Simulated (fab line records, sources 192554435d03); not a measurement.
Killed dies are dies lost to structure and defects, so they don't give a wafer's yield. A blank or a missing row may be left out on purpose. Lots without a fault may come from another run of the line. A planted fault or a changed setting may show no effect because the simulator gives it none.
Chamber matching | flow n5_finfet | N5_BEOL_M2_ETCH_63 on rie_diel-01: 4 sister chambers
The step etches SiARC in CF4, target depth 15.6 nm, time 26 s. 4 wafers are shown with their chamber, then 7 later ones without.

WAFERS WITH THEIR CHAMBER
wafer  | chamber | drypump_motor_current_A (A)
L083.1 | 1       | 5.7
L083.4 | 3       | 5.7
L086.3 | 2       | 5.2
L086.4 | 0       | 6.0

WAFERS WITHOUT THEIR CHAMBER
wafer  | drypump_motor_current_A (A)
L086.6 | 5.7
L095.1 | 6.1
L095.4 | 5.2
L095.6 | 6.0
L096.1 | 5.2
L096.4 | 5.7
L096.6 | 5.7

WHICH CHAMBER EACH WENT THROUGH
wafer  | from the rows above     | in truth
L086.6 | can't be placed: 1 or 3 | 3
L095.1 | 0                       | 0
L095.4 | 2                       | 2
L095.6 | 0                       | 0
L096.1 | 2                       | 2
L096.4 | can't be placed: 1 or 3 | 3
L096.6 | can't be placed: 1 or 3 | 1
Placed correctly: 4 of 7. Can't be placed from these rows: 3 (the true chamber is among the candidates in 3). Placed wrongly: 0.
How it was worked out, from the rows above alone: a wafer's distance from a chamber is the root of the sum, over the readings, of the square of ((its reading less the chamber's mean) divided by the reading's scatter). The wafer belongs to the nearest chamber; if the next one is less than 2 further off, it can't be placed. A chamber's mean is the mean of its shown wafers. The scatter: with one shown wafer a chamber, the root of the mean of the squares of how far each hidden wafer lies from its nearest shown one.
